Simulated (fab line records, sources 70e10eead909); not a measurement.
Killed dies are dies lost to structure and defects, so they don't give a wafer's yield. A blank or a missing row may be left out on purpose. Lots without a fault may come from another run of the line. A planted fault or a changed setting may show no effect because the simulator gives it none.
Problem report in the 8D (eight disciplines) form, filled by code | flow nand_harc | the parts of the form that need people (team, actions taken, sign-off) are left out

1. THE PROBLEM
killed_at_periphery at NHARC_END_SORT_01 reads a mean of 651.0 on 6 wafers of 2 lots; wafers without a fault read 2.4 with a standard deviation of 1.8. That is +99 or more standard deviations from the usual mean.
First seen on wafer L552.3, day 20 15:52, on prober-01. The record holds 6 wafers of 2 lots with a number at this step. Rule for "out", or "out of limits": more than 4 standard deviations from the usual mean. The other wafers with a number count as sound.

2. WHAT IT IS AND WHAT IT IS NOT
question                    | is                               | is not
which readings at this step | killed_at_periphery, killed_dies | killed_at_array, killed_open, killed_short
which lots                  | L551, L552                       | -
which wafers of those lots  | all that have a number           | -
read on which gauges        | prober-01, prober-02             | -
when                        | from day 20 15:52                | up to then (0 sound wafers)

3. SUSPECTS, AND WHAT RULES EACH OUT
Counting: a tool at a process step up to the reading stays a suspect if it ran every lot that is out and no sound lot after the first of them.
- the gauge at NHARC_END_SORT_01: ruled out. The wafers that are out were read on 2 gauges (prober-01, prober-02).
- lpcvd-01 at NHARC_P_STI_HM_DEP_30 (deposits Si3N4, target thk 80 nm, time 873 s): kept. It ran every lot that is out, first L551 (day 3 13:02), and no sound lot after that.
Left after counting: lpcvd-01 at NHARC_P_STI_HM_DEP_30.

4. THE CAUSE (what the simulator had put in)
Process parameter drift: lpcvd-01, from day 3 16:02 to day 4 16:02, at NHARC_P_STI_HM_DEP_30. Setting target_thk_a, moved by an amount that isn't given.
Counting left only this tool.

5. THE CHAIN OF EFFECTS, in route order
Each row: a reading whose mean over the struck wafers that have a number lies more than 3 standard deviations from the usual. Only readings for which the record gives a usual standard deviation are gone through. hours: the time from each lot's start at the first step in this table that gives one to its start at this step, as a median over the lots. sigmas: the change in usual standard deviations.
hours | step              | reading             | usual | on struck wafers | change | sigmas
0     | NHARC_END_SORT_01 | killed_at_periphery | 2.4   | 651.0            | +648.6 | +99 or more
0     | NHARC_END_SORT_01 | killed_dies         | 30    | 677              | +647   | +65

6. WHAT WOULD HAVE CAUGHT IT SOONER
In this record the first reading out of limits at a measuring or inspecting step was taken at day 20 15:52, 408 hours after the fault began at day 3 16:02.
All the lots that are out (2) had begun NHARC_P_STI_HM_DEP_30 on lpcvd-01 by day 20 15:52. A hold on the tool at that time would have spared none of them.
